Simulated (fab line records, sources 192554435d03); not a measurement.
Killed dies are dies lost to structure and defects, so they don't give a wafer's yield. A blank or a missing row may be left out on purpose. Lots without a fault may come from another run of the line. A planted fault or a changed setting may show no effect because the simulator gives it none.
fab line records | flow n5_finfet
record lots=11 wafers=33 last_day=18
route steps=1938 shown PMOS_HMC_CHANNEL_EPI@69 PAD_METAL@1893 PASSIVATION@1928
lots that met no fault: from a run of the same line without faults
start_h: hours from the record's first day to the start of the lot's first wafer shown | wait_h: hours since the lot's step before | " the same as in the row above | L1.1+2: a row that stands for several wafers | - no value, or no start given | * or withheld: withheld | < > ~ a bound
route shown NAME@n: a module of which the file shows steps, and the number in the route of the first | usual: mean/standard deviation of fault-free wafers | same: alike in all rows | chamber/n: place in a boat | sites: the reading at each site | _std_site: their standard deviation | _edge_site: outer sites' mean less inner sites' | radius_mm: how far each site lies from the wafer's centre | mask NAME#n: copy n | behind: the tool/chamber that last shaped the wafer | hold: why the lot was held/for how many hours/how that ended | device: the transistor (n, p or np) that didn't switch | end of line: the same wafers' tests at the end of the route | a step without rows: its recipe alone | killed: dies lost to structure and defects at the first sort, not the wafer's yield | map: a wafer's dies, x killed, . not, _ none there
set.NAME: the setting as run; set.NAME@STEP: as run at that earlier step | model.NAME: the simulator's own value behind a step, which no gauge read
steps of the route over a sample of lots; a table a step, a row a wafer
services: from which hour (start_h, from the record's first day; less than 0 if before it) a tool's chamber was out of use, for how many hours, and why
## steps
# step N5_PMOS_HMC_CHANNEL_EPI_ETCH_32
# recipe chemistry=N2/H2 target=BARC stop_on=SiO2 target_depth_a=858 over_etch_frac=0.3 time_s=50.3 ion_energy_ev=200 mask_material=CAR-ArF-block pressure_mtorr=30 source_w=840 bias_w=150 n2_flow_sccm=200 h2_flow_sccm=200
# usual drypump_motor_current_A=5.6/0.35 oes_product_au=0.68/0.061 rf_vpp_V=524.5/2 showerhead_plenum_p_Torr=2.57/0.069 throttle_valve_pct=17.87/0.25
# same over_etch_frac=0.3
# columns lot.wafer tool chamber start_h wait_h drypump_motor_current_A oes_product_au rf_hours_counter_h rf_vpp_V showerhead_plenum_p_Torr throttle_valve_pct
L443.1 rie_diel-04 2 23.53 0.0 6.1 0.66 115 527.7 2.65 17.65
L443.3 " 0 " " 6.0 0.64 170 523.5 2.53 17.61
L443.6 " 2 " " 6.1 0.66 - 527.4 2.65 17.64
L450.1 rie_diel-04 3 64.95 0.0 5.4 0.67 133 527.8 2.67 17.97
L450.4 " 1 " " 5.8 0.75 58 522.4 2.48 17.72
L450.5 " 1 " " 5.8 0.74 - 522.3 2.48 17.71
L451.1 rie_diel-04 2 71.75 0.0 6.1 0.66 130 526.3 2.65 17.67
L451.3 " 1 " " 5.8 0.74 61 521.4 2.48 17.69
L451.4 " 0 " " 5.9 0.63 184 524.2 2.52 17.64
L456.2 rie_diel-02 1 102.06 0.0 6.1 0.80 17 524.4 2.61 18.17
L456.3 " 2 " " 5.6 0.62 176 524.1 2.56 17.94
L456.4 " 0 " " 5.5 0.59 243 525.1 2.62 18.49
L457.2 rie_diel-02 0 108.94 0.0 5.5 0.58 246 527.0 2.62 18.51
L457.3 " 1 " " 6.1 0.80 19 525.0 2.60 18.17
L457.4 " 2 " " 5.6 0.62 178 523.7 2.56 17.91
L459.3 rie_diel-02 1 120.26 0.0 6.2 0.78 23 526.9 2.60 18.14
L459.4 " 1 " " 6.1 0.79 - 524.1 2.60 18.18
L459.5 " 3 " " 5.2 0.72 - 523.9 2.60 17.61
L460.4 rie_diel-04 0 125.51 0.0 6.0 0.62 198 523.7 2.51 17.65
L460.5 " 3 " " 5.4 0.65 - 527.2 2.66 17.98
L460.6 " 2 " " 6.1 0.65 - 526.2 2.64 17.69
L461.1 rie_diel-06 0 132.09 0.0 5.1 0.59 212 525.6 2.63 17.73
L461.4 " 1 " " 5.3 0.68 126 523.3 2.55 17.94
L461.5 " 2 " " 6.0 0.75 - 521.9 2.49 17.82
L463.2 rie_diel-06 1 144.42 0.0 5.3 0.67 131 524.3 2.55 17.96
L463.3 " 2 " " 6.0 0.74 44 521.7 2.49 17.81
L463.6 " 2 " " 6.0 0.74 - 521.5 2.49 17.80
L464.3 rie_diel-04 2 150.10 0.0 6.1 0.64 153 526.3 2.64 17.71
L464.4 " 0 " " 5.9 0.62 205 524.8 2.51 17.67
L464.5 " 2 " " 6.1 0.65 - 526.7 2.64 17.71
L465.2 rie_diel-06 0 155.71 0.0 5.0 0.59 219 525.5 2.62 17.75
L465.3 " 1 " " 5.3 0.67 135 524.5 2.55 17.96
L465.5 " 3 " " 5.5 0.64 - 521.4 2.44 18.22
# step N5_PASSIVATION_DEGAS_18
# recipe ambient=vacuum temp_c=300 time_s=60
# usual heater_power_w=472/39
# columns lot.wafer tool chamber start_h wait_h heater_power_w
L443.1 pvd_sputter-02 - 267.46 1.1 438
L443.3 " - " " 441
L443.6 " - " " 474
L450.1 pvd_sputter-03 - 308.64 0.1 405
L450.4 " - " " 490
L450.5 " - " " 412
L451.1 pvd_sputter-03 - 309.02 0.5 519
L451.3 " - " " 479
L451.4 " - " " 410
L456.2 pvd_sputter-01 - 331.70 0.4 470
L456.3 " - " " 530
L456.4 " - " " 509
L457.2 pvd_sputter-02 - 342.29 0.5 481
L457.3 " - " " 441
L457.4 " - " " 435
L459.3 pvd_sputter-01 - 347.28 0.1 485
L459.4 " - " " 477
L459.5 " - " " 521
L460.4 pvd_sputter-03 - 392.49 0.9 529
L460.5 " - " " 470
L460.6 " - " " 413
L461.1 pvd_sputter-03 - 401.19 1.1 414
L461.4 " - " " 495
L461.5 " - " " 523
L465.2 pvd_sputter-03 - 406.39 0.5 464
L465.3 " - " " 474
L465.5 " - " " 498
L463.2 pvd_sputter-03 - 406.81 0.4 402
L463.3 " - " " 496
L463.6 " - " " 462
L464.3 pvd_sputter-02 - 428.53 0.6 516
L464.4 " - " " 470
L464.5 " - " " 442
# step N5_PASSIVATION_AL_DEP_21
# recipe material=Al target_thk_a=28000 temp_c=400 time_s=170 power_w=30000 chamber_pressure_pa=0.4 gas=Ar
# usual throttle_valve_pct=30.3/1.1
# columns lot.wafer tool chamber start_h wait_h throttle_valve_pct
L443.1 pvd_sputter-02 - 267.64 0.1 30.8
L443.3 " - " " 29.5
L443.6 " - " " 31.1
L450.1 pvd_sputter-03 - 308.82 0.1 29.2
L450.4 " - " " 31.5
L450.5 " - " " 29.5
L451.1 pvd_sputter-03 - 309.20 0.1 31.4
L451.3 " - " " 28.6
L451.4 " - " " 29.3
L456.2 pvd_sputter-01 - 331.88 0.1 29.5
L456.3 " - " " 28.8
L456.4 " - " " 28.7
L457.2 pvd_sputter-02 - 342.47 0.1 31.2
L457.3 " - " " 29.8
L457.4 " - " " 30.9
L459.3 pvd_sputter-01 - 347.46 0.1 31.2
L459.4 " - " " 29.8
L459.5 " - " " 28.6
L460.4 pvd_sputter-03 - 392.67 0.1 31.7
L460.5 " - " " 28.9
L460.6 " - " " 29.2
L461.1 pvd_sputter-03 - 401.37 0.1 29.4
L461.4 " - " " 31.5
L461.5 " - " " 31.6
L465.2 pvd_sputter-03 - 406.57 0.1 29.0
L465.3 " - " " 31.5
L465.5 " - " " 31.6
L463.2 pvd_sputter-03 - 406.99 0.1 29.3
L463.3 " - " " 31.4
L463.6 " - " " 29.1
L464.3 pvd_sputter-02 - 428.71 0.1 31.2
L464.4 " - " " 31.1
L464.5 " - " " 29.5
# step N5_PASSIVATION_DESCUM_46
# recipe chemistry=O2 time_s=7.9 source_power_w=50 bias_power_w=20 pressure_mtorr=20 rf_frequency_hz=2.712e+07 temp_c=40 o2_flow_sccm=225
# usual drypump_motor_current_A=5.6/0.41 oes_product_au=0.81/0.084 rf_vpp_V=243.8/1.1 showerhead_plenum_p_Torr=2.13/0.042 temp_c=40.00/0.099 throttle_valve_pct=20.33/0.24
# columns lot.wafer tool chamber start_h wait_h drypump_motor_current_A oes_product_au rf_hours_counter_h rf_vpp_V showerhead_plenum_p_Torr temp_c throttle_valve_pct
L443.1 rie_diel-03 1 270.02 0.1 5.3 0.83 73 245.2 2.13 40.12 20.53
L443.3 " 0 " " 5.9 0.86 64 245.2 2.21 40.10 20.32
L443.6 " 1 " " 5.3 0.82 - 243.8 2.13 40.12 20.54
L450.1 rie_diel-03 2 311.40 0.2 5.3 0.92 14 243.5 2.15 39.89 19.88
L450.4 " 3 " " 5.3 0.66 249 242.0 2.14 39.93 20.50
L450.5 " 1 " " 5.3 0.81 - 243.0 2.13 39.99 20.57
L451.1 rie_diel-05 1 311.73 0.0 5.1 0.72 187 241.2 2.08 40.19 20.14
L451.3 " 2 " " 5.9 0.85 37 245.1 2.11 39.79 20.23
L451.4 " 1 " " 5.1 0.71 - 243.9 2.08 40.14 20.15
L456.2 rie_diel-05 2 334.31 0.0 5.9 0.84 48 243.9 2.11 40.11 20.23
L456.3 " 3 " " 5.7 0.89 40 242.3 2.04 40.14 20.48
L456.4 " 0 " " 6.5 0.98 4 242.6 2.13 39.88 19.82
L457.2 rie_diel-03 2 345.69 0.0 5.3 0.89 27 244.7 2.14 39.89 19.88
L457.3 " 0 " " 5.8 0.81 98 245.0 2.20 39.96 20.36
L457.4 " 1 " " 5.3 0.78 - 244.0 2.12 40.13 20.58
L459.3 rie_diel-01 0 350.18 0.4 6.4 0.68 249 244.0 2.15 40.05 20.45
L459.4 " 2 " " 5.2 0.85 - 244.1 2.13 39.91 20.66
L459.5 " 0 " " 6.4 0.69 - 245.0 2.15 40.03 20.44
L460.4 rie_diel-05 1 395.13 0.0 5.1 0.70 214 242.0 2.07 40.05 20.18
L460.5 " 2 " " 5.9 0.81 - 242.3 2.10 40.00 20.28
L460.6 " 3 " " 5.7 0.86 - 242.7 2.04 39.92 20.53
L461.1 rie_diel-03 0 403.68 0.0 5.8 0.79 119 246.4 2.19 40.25 20.41
L461.4 " 3 " " 5.3 0.91 13 243.3 2.14 39.89 20.03
L461.5 " 1 " " 5.3 0.77 - 243.1 2.11 39.99 20.63
L465.2 rie_diel-03 3 409.03 0.0 5.3 0.92 15 243.6 2.13 39.99 20.05
L465.3 " 0 " " 5.9 0.79 121 244.8 2.19 40.13 20.41
L465.5 " 2 " " 5.3 0.86 - 242.6 2.14 39.99 19.92
L463.2 rie_diel-01 1 409.58 0.0 5.7 0.69 209 244.5 2.17 40.00 20.53
L463.3 " 2 " " 5.2 0.83 90 244.1 2.12 40.06 20.70
L463.6 " 0 " " 6.4 0.67 - 243.3 2.14 39.69 20.49
L464.3 rie_diel-03 3 431.58 0.2 5.3 0.91 26 243.0 2.13 40.01 20.04
L464.4 " 0 " " 5.9 0.78 131 244.7 2.19 40.03 20.42
L464.5 " 1 " " 5.3 0.75 - 242.2 2.11 39.92 20.63
# step N5_PASSIVATION_PROBE_49
# usual defect_limited_yield=91.1/1.3 killed_at_M0_to_M3=35/11 killed_at_M4_up=13/5.4 killed_at_contacts=14/6.5 killed_at_front_end=41/11 killed_at_other=4/3.1 killed_dies=106/15 killed_open=69/12 killed_short=35/7 sort_bin_4_leakage=0.01/0.078 sort_bin_5_function=5.2/0.86 sort_bin_6_memory=3.4/0.64 sort_n_pass=1074/15 sort_yield_pct=91.0/1.3
# same gross_dies=1180 killed_at_back_side=0 sort_bin_8_speed[%]=0
# columns lot.wafer tool chamber start_h wait_h defect_limited_yield[%] killed_at_M0_to_M3 killed_at_M4_up killed_at_contacts killed_at_front_end killed_at_other killed_dies killed_open killed_short sort_bin_4_leakage[%] sort_bin_5_function[%] sort_bin_6_memory[%] sort_n_pass sort_yield_pct[%]
L443.1 prober-02 - 273.06 0.0 90.7 26 20 10 48 6 110 65 41 0 5.3 3.6 1070 90.7
L443.3 prober-02 - 273.16 0.1 91.6 32 13 10 43 1 99 64 33 0 4.9 3.2 1081 91.6
L443.6 prober-02 - 273.31 0.3 91.0 24 10 23 46 3 106 69 35 0 5.2 3.5 1074 91.0
L450.1 prober-02 - 314.45 0.0 88.3 45 9 8 75 1 138 53 23 0 6.4 4.0 1042 88.3
L450.4 prober-02 - 314.60 0.2 80.5 49 12 6 161 2 230 69 25 0 12.1 4.2 950 80.5
L450.5 prober-02 - 314.65 0.2 82.8 38 4 5 151 5 203 44 26 0.76 11.1 3.3 968 82.0
L451.1 prober-01 - 315.95 0.0 84.6 20 8 15 137 2 182 54 23 0 9.6 3.9 998 84.6
L451.3 prober-01 - 316.05 0.1 82.3 24 5 11 165 4 209 53 28 0 11.6 3.0 971 82.3
L451.4 prober-01 - 316.10 0.2 80.6 21 6 13 184 5 229 55 37 0 12.4 4.0 951 80.6
L456.2 prober-02 - 337.40 0.1 91.4 43 10 19 25 4 101 72 28 0 5.0 3.3 1079 91.4
L456.3 prober-02 - 337.45 0.1 89.9 59 7 15 36 2 119 79 39 0 6.0 3.9 1061 89.9
L456.4 prober-02 - 337.50 0.2 89.2 36 11 22 55 4 128 76 51 0 6.4 4.0 1052 89.2
L457.2 prober-01 - 348.80 0.1 89.2 56 16 20 32 4 128 80 45 0 7.2 3.5 1052 89.2
L457.3 prober-01 - 348.85 0.1 89.2 49 11 23 36 9 128 81 43 0 6.4 4.0 1052 89.2
L457.4 prober-01 - 348.90 0.2 88.8 46 5 21 53 7 132 89 41 0 6.2 4.4 1048 88.8
L460.4 prober-02 - 398.87 0.7 90.8 35 13 14 44 3 109 67 37 0 4.9 3.9 1071 90.8
L460.5 prober-02 - 398.92 0.7 90.4 43 15 7 46 2 113 77 34 0 5.8 3.5 1067 90.4
L460.6 prober-02 - 398.97 0.8 92.0 39 24 7 22 2 94 56 36 0 4.3 3.0 1086 92.0
L461.1 prober-02 - 406.72 0.0 91.2 41 30 3 29 1 104 69 31 0 5.4 3.0 1076 91.2
L461.4 prober-02 - 406.87 0.2 91.0 51 12 12 28 3 106 62 41 0 5.5 3.1 1074 91.0
L461.5 prober-02 - 406.92 0.2 92.9 35 13 8 25 3 84 56 28 0 4.7 2.4 1096 92.9
L465.2 prober-02 - 412.12 0.1 90.9 23 6 17 58 3 107 72 33 0 4.6 4.2 1073 90.9
L465.3 prober-02 - 412.17 0.1 91.5 21 11 13 52 3 100 70 24 0 4.8 3.3 1080 91.5
L465.5 prober-02 - 412.27 0.2 91.2 19 14 12 56 3 104 67 33 0 4.9 3.6 1076 91.2
L463.2 prober-02 - 413.30 0.1 91.7 49 5 10 34 0 98 57 41 0 4.9 3.2 1082 91.7
L463.3 prober-02 - 413.35 0.1 89.3 57 7 9 49 4 126 80 45 0 6.0 4.5 1054 89.3
L463.6 prober-02 - 413.50 0.3 91.3 51 13 18 15 6 103 61 42 0 4.2 4.2 1077 91.3
L464.3 prober-02 - 434.72 0.1 89.5 39 16 16 53 0 124 90 33 0 6.0 4.2 1056 89.5
L464.4 prober-02 - 434.77 0.2 91.5 27 8 5 59 1 100 56 42 0 5.6 2.7 1080 91.5
L464.5 prober-02 - 434.82 0.2 91.9 38 16 7 34 0 95 60 32 0 5.3 2.5 1085 91.9
# killed by level:class
L443.1 FIN_SAQP:geometric_particle:short=10 GATE_CUT:geometric_particle:short=9 MOL_CONTACT_COAG:geometric_particle:open=8 DUMMY_GATE:geometric_particle:open=7 FIN_SAQP:geometric_particle:open=6 BEOL_M3:geometric_particle:open=6 BEOL_M4:geometric_particle:open=6 STI_FIN_REVEAL:geometric_particle:open=5
L443.3 BEOL_M3:geometric_particle:open=12 GATE_CUT:geometric_particle:short=11 BEOL_M1:geometric_particle:open=11 MOL_CONTACT_COAG:geometric_particle:open=8 BEOL_M4:geometric_particle:open=7 FIN_SAQP:geometric_particle:short=4 STI_FIN_REVEAL:geometric_particle:open=4 FIN_SAQP:geometric_particle:open=3
L443.6 MOL_CONTACT_COAG:geometric_particle:open=16 FIN_SAQP:geometric_particle:short=12 STI_FIN_REVEAL:geometric_particle:open=11 BEOL_M3:geometric_particle:open=10 MOL_CONTACT_COAG:geometric_particle:short=6 FIN_SAQP:geometric_particle:open=5 GATE_CUT:geometric_particle:short=5 BEOL_M1:geometric_particle:open=5
L450.1 PMOS_HMC_CHANNEL_EPI:unspecified=57 BEOL_M0_SAQP:geometric_particle:open=11 BEOL_M3:geometric_particle:open=9 MOL_CONTACT_COAG:geometric_particle:open=6 BEOL_M0_SAQP:geometric_particle:short=6 BEOL_M1:geometric_particle:open=6 STI_FIN_REVEAL:geometric_particle:open=5 FIN_SAQP:geometric_particle:short=4
L450.4 PMOS_HMC_CHANNEL_EPI:unspecified=133 BEOL_M3:geometric_particle:open=18 BEOL_M1:geometric_particle:open=9 FIN_SAQP:geometric_particle:open=6 FIN_SAQP:geometric_particle:short=6 GATE_CUT:geometric_particle:open=6 MOL_CONTACT_COAG:geometric_particle:open=6 BEOL_M0_SAQP:geometric_particle:open=6
L450.5 PMOS_HMC_CHANNEL_EPI:unspecified=131 BEOL_M3:geometric_particle:open=11 BEOL_M0:geometric_particle:short=8 BEOL_M1:geometric_particle:open=6 MOL_CONTACT_COAG:geometric_particle:open=5 GATE_CUT:geometric_particle:open=4 BEOL_M0_SAQP:geometric_particle:open=4 STARTING-WAFER:geometric_particle:open=4
L451.1 PMOS_HMC_CHANNEL_EPI:unspecified=103 FIN_SAQP:geometric_particle:open=14 MOL_CONTACT_COAG:geometric_particle:open=9 BEOL_M0_SAQP:geometric_particle:open=6 MOL_CONTACT_COAG:geometric_particle:short=5 BEOL_M0_SAQP:geometric_particle:short=4 BEOL_M3:geometric_particle:open=4 BEOL_M4:geometric_particle:open=4
L451.3 PMOS_HMC_CHANNEL_EPI:unspecified=124 STI_FIN_REVEAL:geometric_particle:open=15 MOL_CONTACT_COAG:geometric_particle:open=8 GATE_CUT:geometric_particle:short=5 BEOL_M0_SAQP:geometric_particle:open=5 FIN_SAQP:geometric_particle:short=4 STI_FIN_REVEAL:geometric_particle:short=4 BEOL_M3:geometric_particle:open=4
L451.4 PMOS_HMC_CHANNEL_EPI:unspecified=137 FIN_SAQP:geometric_particle:short=12 MOL_CONTACT_COAG:geometric_particle:open=11 STI_FIN_REVEAL:geometric_particle:open=9 BEOL_M3:geometric_particle:open=7 FIN_SAQP:geometric_particle:open=5 BEOL_M0_SAQP:geometric_particle:open=4 BEOL_M0_SAQP:geometric_particle:short=4
L456.2 MOL_CONTACT_COAG:geometric_particle:open=15 BEOL_M2:geometric_particle:open=10 BEOL_M0_SAQP:geometric_particle:open=9 BEOL_M3:geometric_particle:open=7 BEOL_M3:geometric_particle:short=6 FIN_SAQP:geometric_particle:open=5 DUMMY_GATE:geometric_particle:open=5 STI_FIN_REVEAL:geometric_particle:open=4
L456.3 BEOL_M0_SAQP:geometric_particle:open=16 BEOL_M0_SAQP:geometric_particle:short=13 BEOL_M2:geometric_particle:open=13 STI_FIN_REVEAL:geometric_particle:open=9 MOL_CONTACT_COAG:geometric_particle:open=9 BEOL_M3:geometric_particle:open=7 MOL_CONTACT_COAG:geometric_particle:short=6 FIN_SAQP:geometric_particle:short=5
L456.4 MOL_CONTACT_COAG:geometric_particle:open=15 BEOL_M0_SAQP:geometric_particle:short=14 STI_FIN_REVEAL:geometric_particle:open=12 FIN_SAQP:geometric_particle:short=11 ILD0:geometric_particle:short=7 MOL_CONTACT_COAG:geometric_particle:short=7 BEOL_M0_SAQP:geometric_particle:open=7 BEOL_M3:geometric_particle:open=6
L457.2 MOL_CONTACT_COAG:geometric_particle:open=14 BEOL_M0_SAQP:geometric_particle:short=12 BEOL_M0_SAQP:geometric_particle:open=12 BEOL_M1:geometric_particle:open=9 STI_FIN_REVEAL:geometric_particle:open=8 FIN_SAQP:geometric_particle:short=7 BEOL_M3:geometric_particle:open=6 BEOL_M4:geometric_particle:open=6
L457.3 MOL_CONTACT_COAG:geometric_particle:open=18 BEOL_M1:geometric_particle:open=18 BEOL_M3:geometric_particle:open=9 STI_FIN_REVEAL:geometric_particle:open=8 BEOL_M0_SAQP:geometric_particle:open=7 STI_FIN_REVEAL:geometric_particle:short=5 MOL_CONTACT_COAG:geometric_particle:short=5 BEOL_M0_SAQP:geometric_particle:short=5
L457.4 MOL_CONTACT_COAG:geometric_particle:open=19 STI_FIN_REVEAL:geometric_particle:open=18 BEOL_M1:geometric_particle:open=14 FIN_SAQP:geometric_particle:open=9 FIN_SAQP:geometric_particle:short=9 BEOL_M0_SAQP:geometric_particle:short=8 BEOL_M0_SAQP:geometric_particle:open=7 BEOL_M1:geometric_particle:short=5
L460.4 MOL_CONTACT_COAG:geometric_particle:open=13 BEOL_M0_SAQP:geometric_particle:open=10 DUMMY_GATE:geometric_particle:open=7 BEOL_M0_SAQP:geometric_particle:short=7 BEOL_M4:geometric_particle:open=6 FIN_SAQP:geometric_particle:open=4 BEOL_M0:geometric_particle:open=4 STARTING-WAFER:geometric_particle:open=4
L460.5 BEOL_M0_SAQP:geometric_particle:open=18 STI_FIN_REVEAL:geometric_particle:open=13 BEOL_M0_SAQP:geometric_particle:short=8 BEOL_M4:geometric_particle:open=7 MOL_CONTACT_COAG:geometric_particle:open=6 FIN_SAQP:geometric_particle:short=5 BEOL_M0:geometric_particle:open=5 STARTING-WAFER:geometric_particle:open=5
L460.6 BEOL_M0_SAQP:geometric_particle:short=17 BEOL_M0_SAQP:geometric_particle:open=12 STI_FIN_REVEAL:geometric_particle:open=8 BEOL_M4:geometric_particle:open=8 BEOL_M5:geometric_particle:open=7 FIN_SAQP:geometric_particle:short=6 MOL_CONTACT_COAG:geometric_particle:open=5 BEOL_M1:geometric_particle:open=4
L461.1 BEOL_M0_SAQP:geometric_particle:open=14 BEOL_M5:geometric_particle:open=11 BEOL_M3:geometric_particle:open=9 STARTING-WAFER:geometric_particle:short=8 STI_FIN_REVEAL:geometric_particle:open=7 BEOL_M0_SAQP:geometric_particle:short=6 BEOL_M1:geometric_particle:open=6 BEOL_M7:geometric_particle:open=6
L461.4 BEOL_M0_SAQP:geometric_particle:short=16 BEOL_M0_SAQP:geometric_particle:open=11 BEOL_M3:geometric_particle:open=8 MOL_CONTACT_COAG:geometric_particle:open=8 BEOL_M5:geometric_particle:open=7 BEOL_M1:geometric_particle:open=6 STI_FIN_REVEAL:geometric_particle:open=5 MOL_CONTACT_COAG:geometric_particle:short=4
L461.5 BEOL_M0_SAQP:geometric_particle:short=9 STI_FIN_REVEAL:geometric_particle:open=7 MOL_CONTACT_COAG:geometric_particle:open=7 BEOL_M2:geometric_particle:open=6 GATE_CUT:geometric_particle:short=4 BEOL_M1:geometric_particle:open=4 BEOL_M3:geometric_particle:open=4 STARTING-WAFER:geometric_particle:short=4
L465.2 FIN_SAQP:geometric_particle:open=18 FIN_SAQP:geometric_particle:short=14 MOL_CONTACT_COAG:geometric_particle:open=12 STI_FIN_REVEAL:geometric_particle:open=12 BEOL_M1:geometric_particle:open=7 BEOL_M2:geometric_particle:open=7 MOL_CONTACT_COAG:geometric_particle:short=5 STARTING-WAFER:geometric_particle:open=4
L465.3 FIN_SAQP:geometric_particle:open=19 MOL_CONTACT_COAG:geometric_particle:open=10 BEOL_M2:geometric_particle:open=7 STI_FIN_REVEAL:geometric_particle:open=5 DUMMY_GATE:geometric_particle:open=4 ILD0:geometric_particle:short=4 BEOL_M0:geometric_particle:open=4 FIN_SAQP:geometric_particle:short=3
L465.5 FIN_SAQP:geometric_particle:open=20 FIN_SAQP:geometric_particle:short=13 MOL_CONTACT_COAG:geometric_particle:open=8 BEOL_M2:geometric_particle:open=5 DUMMY_GATE:geometric_particle:open=4 MOL_CONTACT_COAG:geometric_particle:short=4 STARTING-WAFER:geometric_particle:open=4 STI_FIN_REVEAL:geometric_particle:short=3
L463.2 BEOL_M0_SAQP:geometric_particle:open=16 FIN_SAQP:geometric_particle:short=10 STI_FIN_REVEAL:geometric_particle:open=8 BEOL_M1:geometric_particle:open=8 MOL_CONTACT_COAG:geometric_particle:open=7 STI_FIN_REVEAL:geometric_particle:short=6 BEOL_M0_SAQP:geometric_particle:short=6 BEOL_M1:geometric_particle:short=5
L463.3 STI_FIN_REVEAL:geometric_particle:open=14 FIN_SAQP:geometric_particle:short=12 BEOL_M0_SAQP:geometric_particle:short=11 BEOL_M0_SAQP:geometric_particle:open=10 BEOL_M2:geometric_particle:open=10 FIN_SAQP:geometric_particle:open=9 BEOL_M1:geometric_particle:open=8 BEOL_M3:geometric_particle:open=7
L463.6 MOL_CONTACT_COAG:geometric_particle:open=16 BEOL_M0_SAQP:geometric_particle:short=12 BEOL_M0_SAQP:geometric_particle:open=8 BEOL_M1:geometric_particle:open=8 BEOL_M2:geometric_particle:open=8 BEOL_M3:geometric_particle:short=6 BEOL_M4:geometric_particle:open=6 FIN_SAQP:geometric_particle:short=4
L464.3 STI_FIN_REVEAL:geometric_particle:open=17 BEOL_M0_SAQP:geometric_particle:open=15 MOL_CONTACT_COAG:geometric_particle:open=11 BEOL_M3:geometric_particle:open=7 FIN_SAQP:geometric_particle:open=5 DUMMY_GATE:geometric_particle:open=5 ILD0:geometric_particle:open=5 MOL_CONTACT_COAG:geometric_particle:short=5
L464.4 STI_FIN_REVEAL:geometric_particle:open=23 FIN_SAQP:geometric_particle:short=9 BEOL_M0_SAQP:geometric_particle:short=9 FIN_SAQP:geometric_particle:open=7 BEOL_M0_SAQP:geometric_particle:open=5 STI_FIN_REVEAL:geometric_particle:short=4 STARTING-WAFER:geometric_particle:open=4 BEOL_M3:geometric_particle:short=4
L464.5 BEOL_M0_SAQP:geometric_particle:open=12 STI_FIN_REVEAL:geometric_particle:open=10 BEOL_M0_SAQP:geometric_particle:short=9 MOL_CONTACT_COAG:geometric_particle:open=6 BEOL_M4:geometric_particle:open=5 FIN_SAQP:geometric_particle:short=4 BEOL_M1:geometric_particle:open=4 GATE_CUT:geometric_particle:short=4
## services
# columns tool chamber start_h hours kind
rie_diel-02 1 8.51 8.2 repair
rie_diel-02 0 10.74 3.0 repair
pvd_sputter-01 - 15.69 1.7 repair
rie_diel-06 2 26.15 4.5 repair
rie_diel-05 3 32.21 6.5 repair
pvd_sputter-02 - 35.22 0.5 repair
pvd_sputter-01 - 35.56 5.0 repair
rie_diel-06 1 50.96 14.0 repair
rie_diel-06 0 59.86 16.9 repair
pvd_sputter-01 - 62.78 6.9 repair
rie_diel-05 1 96.03 9.1 repair
pvd_sputter-01 - 129.13 1.9 repair
rie_diel-03 0 131.31 33.0 repair
pvd_sputter-03 - 135.52 1.7 repair
rie_diel-03 1 139.08 7.7 repair
rie_diel-04 1 156.15 5.6 repair
pvd_sputter-03 - 172.58 5.0 repair
rie_diel-04 2 210.52 4.3 repair
rie_diel-04 0 233.13 1.3 repair
rie_diel-03 1 302.27 7.5 repair
rie_diel-03 2 326.80 3.5 repair
rie_diel-03 3 360.01 6.0 repair
pvd_sputter-01 - 389.72 7.3 repair
pvd_sputter-02 - 424.50 1.4 repair
## key
first_sign step=N5_PASSIVATION_PROBE_49 reading=killed_at_front_end direction=up sigmas=9.4 usual=41 struck=146
effect step=N5_PASSIVATION_PROBE_49 reading=defect_limited_yield direction=down sigmas=6.1 usual=91.1 struck=83.2
more_kills_born_at N5_PMOS_HMC_CHANNEL_EPI_ETCH_32@rie_diel-04=685
met_at N5_PMOS_HMC_CHANNEL_EPI_ETCH_32
struck_lots L450,L451
not_acting_at N5_PASSIVATION_DEGAS_18,N5_PASSIVATION_AL_DEP_21,N5_PASSIVATION_DESCUM_46
onset_between 23.53 64.95
fault kind=chamber_particle_source tool=rie_diel-04 chamber=- onset_h=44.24 steps=N5_PMOS_HMC_CHANNEL_EPI_ETCH_32 rate_per_visit_cm2=1.1777 end_h=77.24
